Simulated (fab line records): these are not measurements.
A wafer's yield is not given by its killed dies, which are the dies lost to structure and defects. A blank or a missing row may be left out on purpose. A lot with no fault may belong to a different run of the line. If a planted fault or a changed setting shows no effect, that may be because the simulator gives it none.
One fault seen from 2 desks | flow n5Finfet | each desk has only its own numbers; what lay behind them comes last

## TOOL OWNER'S DESK, lithoTrack-01
The tool's own readings at N5_BEOL_M0_SAQP_COAT_87 (time 60 s, resist thk 5 nm): means of the sampled wafers that have a number, for each lot that ran on this tool. If a lot's mean is further than 4 standard deviations from the usual mean, the lot is out of limits and carries the mark OUT (the distance appears in the brackets).
Columns: A = dispensePressureKPa at N5_BEOL_M0_SAQP_COAT_87, usual 53.5 kPa; B = heaterPowerTotalW at N5_BEOL_M0_SAQP_COAT_87, usual 391.7 W; C = spinSpeedRpm at N5_BEOL_M0_SAQP_COAT_87, usual 1500.1 rpm
lot  | first seen here | A    | B     | C
L283 | day 6 10:27     | 53.7 | 392.0 | 1499.6
L285 | day 6 22:47     | 53.7 | 392.4 | 1381.2 (-99 or more) OUT
L286 | day 7 01:47     | 53.7 | 391.4 | 1381.0 (-99 or more) OUT
L300 | day 10 14:02    | 53.6 | 391.6 | 1500.5
L301 | day 10 18:36    | 53.6 | 391.9 | 1500.7
This desk's finding: out of limits on L285, L286; first on L285, day 6 22:47 (spinSpeedRpm at N5_BEOL_M0_SAQP_COAT_87). Within limits: L283, L300, L301.

## METROLOGY DESK
Means of the sampled wafers that have a number, per lot and without regard to the tool the lot ran on: this is what the gauges read. If a lot's mean is further than 4 standard deviations from the usual mean, the lot is out of limits and carries the mark OUT (the distance appears in the brackets). Readings shown: 7 of its 12, picked as those furthest out on some lot.
Columns: A = DIBL_N at N5_BEOL_M4_RC_MEAS_101, usual 35.9 mV/V; B = IOFF_N at N5_BEOL_M4_RC_MEAS_101, usual 0.152 nA/um; C = IOFF_P at N5_BEOL_M4_RC_MEAS_101, usual 0.204 nA/um; D = ION_N at N5_BEOL_M4_RC_MEAS_101, usual 673 uA/um; E = ION_P at N5_BEOL_M4_RC_MEAS_101, usual 462 uA/um; F = VT_N at N5_BEOL_M4_RC_MEAS_101, usual 250.3 mV; G = VT_P at N5_BEOL_M4_RC_MEAS_101, usual -250.6 mV
lot  | first seen here | A    | B     | C     | D   | E   | F     | G
L283 | day 6 10:25     | 35.9 | 0.160 | 0.192 | 679 | 458 | 250.0 | -253.1
L285 | day 6 22:44     | 36.4 | 0.152 | 0.203 | 669 | 462 | 249.1 | -251.3
L286 | day 7 01:44     | 36.6 | 0.151 | 0.220 | 665 | 458 | 251.4 | -250.0
L290 | day 8 06:13     | 37.6 | 0.204 | 0.224 | 683 | 461 | 244.3 | -251.0
L296 | day 9 13:32     | 35.4 | 0.144 | 0.195 | 666 | 463 | 251.3 | -250.1
L298 | day 10 00:05    | 34.7 | 0.148 | 0.203 | 676 | 468 | 251.6 | -251.3
L300 | day 10 13:59    | 35.9 | 0.158 | 0.182 | 671 | 454 | 249.6 | -254.8
L301 | day 10 18:34    | 35.1 | 0.133 | 0.171 | 670 | 455 | 253.8 | -255.0
L303 | day 11 06:40    | 35.5 | 0.137 | 0.225 | 667 | 471 | 251.2 | -246.5
Result from this desk: across the 9 lots, nothing is out of limits.

## BROUGHT TOGETHER
The tool owner's desk could have raised an alarm at day 6 22:47, on L285, L286.
The metrology desk saw nothing out of limits.
The metrology desk has L285, L286 on record, within its limits.
On lithoTrack-01, each named lot ran N5_BEOL_M0_SAQP_COAT_87.

## WHAT THE SIMULATOR HAD INSERTED
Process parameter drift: lithoTrack-01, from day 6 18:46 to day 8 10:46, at N5_BEOL_M0_SAQP_COAT_87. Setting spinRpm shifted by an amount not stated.
Lots struck among those shown: L285, L286.
Delay in hours, fault start to first out-of-limits reading, by desk: the tool owner's desk at 4.
